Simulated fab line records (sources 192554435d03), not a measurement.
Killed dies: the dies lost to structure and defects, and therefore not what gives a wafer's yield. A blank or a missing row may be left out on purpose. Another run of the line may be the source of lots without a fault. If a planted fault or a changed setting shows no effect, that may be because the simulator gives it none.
Split-lot trial :: flow n5 finfet :: 21 wafers read across 7 lots, on a route 1938 steps long

THE SPLIT ITSELF
At N5_BEOL_M12_EXPOSE_07 (exposes mask V11), the setting dose mj was moved away from the recipe's 32.5 on 8 of the 21 wafers read, by -6.2% to +5.1%. For the rest of the wafers, this setting stayed at what the recipe calls for.

FROM THE SPLIT TO THE READING: what the file shows between them, 6 steps
- N5_BEOL_M12_PEB_08: peb time 90 s (also split here: peb time s)
- N5_BEOL_M12_DEVELOP_09: develop time 45 s
- N5_BEOL_M12_HARDBAKE_14: time 120 s
- N5_BEOL_M12_CD_MEAS_10: target cd 140 nm
- N5_BEOL_M12_STRIP_71: strips in post etch residue remover, time 60 s
- N5_BEOL_M12_SRD_72: time 30 s, dry time 30 s

THE READING
At N5_BEOL_M12_CD_MEAS_17: cd nm in nanometres, against a target cd of 140 nm. Fault-free wafers of this fab line usually give 141.0 nm, standard deviation 1.9 nm.

wafer: L075.3
tool, chamber at the split: krf scanner-01, 0
dose mj as run: 30.57
against the recipe: -5.9%
cd nm, nm: 133.6
against lot-mates on the recipe: -8.6

wafer: L075.4
tool, chamber at the split: krf scanner-01, 0
dose mj as run: 32.5
against the recipe: recipe
cd nm, nm: 142.9
against lot-mates on the recipe: -

wafer: L075.5
tool, chamber at the split: krf scanner-01, 0
dose mj as run: 32.5
against the recipe: recipe
cd nm, nm: 141.4
against lot-mates on the recipe: -

wafer: L076.2
tool, chamber at the split: krf scanner-01, 0
dose mj as run: 32.5
against the recipe: recipe
cd nm, nm: 140.1
against lot-mates on the recipe: -

wafer: L076.3
tool, chamber at the split: krf scanner-01, 0
dose mj as run: 32.5
against the recipe: recipe
cd nm, nm: 141.5
against lot-mates on the recipe: -

wafer: L076.6
tool, chamber at the split: krf scanner-01, 0
dose mj as run: 32.5
against the recipe: recipe
cd nm, nm: 137.9
against lot-mates on the recipe: -

wafer: L085.2
tool, chamber at the split: krf scanner-01, 0
dose mj as run: 31.73
against the recipe: -2.4%
cd nm, nm: 139.2
against lot-mates on the recipe: -0.2

wafer: L085.3
tool, chamber at the split: krf scanner-01, 0
dose mj as run: 32.5
against the recipe: recipe
cd nm, nm: 139.4
against lot-mates on the recipe: -

wafer: L085.5
tool, chamber at the split: krf scanner-01, 0
dose mj as run: 31.73
against the recipe: -2.4%
cd nm, nm: 138.1
against lot-mates on the recipe: -1.3

wafer: L087.1
tool, chamber at the split: krf scanner-02, 0
dose mj as run: 30.48
against the recipe: -6.2%
cd nm, nm: 137.2
against lot-mates on the recipe: -7.7

wafer: L087.2
tool, chamber at the split: krf scanner-02, 0
dose mj as run: 32.5
against the recipe: recipe
cd nm, nm: 144.9
against lot-mates on the recipe: -

wafer: L087.4
tool, chamber at the split: krf scanner-02, 0
dose mj as run: 30.48
against the recipe: -6.2%
cd nm, nm: 134.8
against lot-mates on the recipe: -10.1

wafer: L086.3
tool, chamber at the split: krf scanner-02, 0
dose mj as run: 33.76
against the recipe: +3.9%
cd nm, nm: 143.1
against lot-mates on the recipe: +3.7

wafer: L086.4
tool, chamber at the split: krf scanner-02, 0
dose mj as run: 32.5
against the recipe: recipe
cd nm, nm: 139.4
against lot-mates on the recipe: -

wafer: L086.6
tool, chamber at the split: krf scanner-02, 0
dose mj as run: 33.76
against the recipe: +3.9%
cd nm, nm: 140.9
against lot-mates on the recipe: +1.5

wafer: L090.2
tool, chamber at the split: krf scanner-02, 0
dose mj as run: 32.5
against the recipe: recipe
cd nm, nm: 140.5
against lot-mates on the recipe: -

wafer: L090.4
tool, chamber at the split: krf scanner-02, 0
dose mj as run: 32.5
against the recipe: recipe
cd nm, nm: 138.7
against lot-mates on the recipe: -

wafer: L090.5
tool, chamber at the split: krf scanner-02, 0
dose mj as run: 32.5
against the recipe: recipe
cd nm, nm: 138.3
against lot-mates on the recipe: -

wafer: L096.1
tool, chamber at the split: krf scanner-01, 0
dose mj as run: 32.5
against the recipe: recipe
cd nm, nm: 138.1
against lot-mates on the recipe: -

wafer: L096.2
tool, chamber at the split: krf scanner-01, 0
dose mj as run: 32.5
against the recipe: recipe
cd nm, nm: 135.9
against lot-mates on the recipe: -

wafer: L096.3
tool, chamber at the split: krf scanner-01, 0
dose mj as run: 34.16
against the recipe: +5.1%
cd nm, nm: 142.8
against lot-mates on the recipe: +5.8

FIT RESULTS
A straight line over all 21 wafers: cd nm changes by +0.677 nm for each +1% of dose mj; r = +0.71; the points scatter about the line by 2 nm.
The same after taking each lot's own level away (the mean of its wafers on the recipe; 21 wafers): +1.18 nm for each +1%; r = +0.92; scatter 1.5 nm.
According to that fit, moving dose mj by its largest amount changes the reading by 7.3 nm.
The lots' own levels span 137.00 to 144.90 nm, that is 4.2 times the standard deviation above.
So the lot-to-lot level blurs the effect unless lot-mates are compared.
Check: -7.52 nm against its lot-mates is what the line predicts for one of the wafers moved furthest among these (-6.2%) when that wafer is left out of the fit. It came out at -7.7 nm against them.

THE OTHER SPLITS THESE WAFERS WENT THROUGH
Other splits were also applied to these wafers ahead of the reading. Each is held against what the fit with the lots' levels taken away leaves over:
other split on the same wafers: N5_BEOL_M6_EXPOSE_25 dose mj
wafers away from the commonest value: 9
r with cd nm (lot level and that fit taken away): -0.07

other split on the same wafers: N5_BEOL_M7_TRENCH_ETCH_37 bias w
wafers away from the commonest value: 6
r with cd nm (lot level and that fit taken away): +0.23

other split on the same wafers: N5_BEOL_M7_ETCH_41 source w
wafers away from the commonest value: 5
r with cd nm (lot level and that fit taken away): +0.33

other split on the same wafers: N5_BEOL_M9_COAT_22 spin rpm
wafers away from the commonest value: 5
r with cd nm (lot level and that fit taken away): +0.31

other split on the same wafers: N5_BEOL_M10_PECVD_70 temp c
wafers away from the commonest value: 3
r with cd nm (lot level and that fit taken away): +0.03

other split on the same wafers: N5_BEOL_M12_PEB_08 peb time s
wafers away from the commonest value: 7
r with cd nm (lot level and that fit taken away): +0.38

THE WHOLE CHAIN: every reading that the file lists as answering this split, in the file's order
step: N5_BEOL_M12_CD_MEAS_10
what it does: target cd 140 nm
reading: cd nm
change (the file's fit): +1.15 nm for each +1% of the setting
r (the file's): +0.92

step: N5_BEOL_M12_CD_MEAS_17
what it does: target cd 140 nm
reading: cd nm
change (the file's fit): +1.22 nm for each +1% of the setting
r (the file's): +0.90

FILE'S OWN FIT
cd nm changes by +1.22 nm for each +1% of dose mj, r = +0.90.
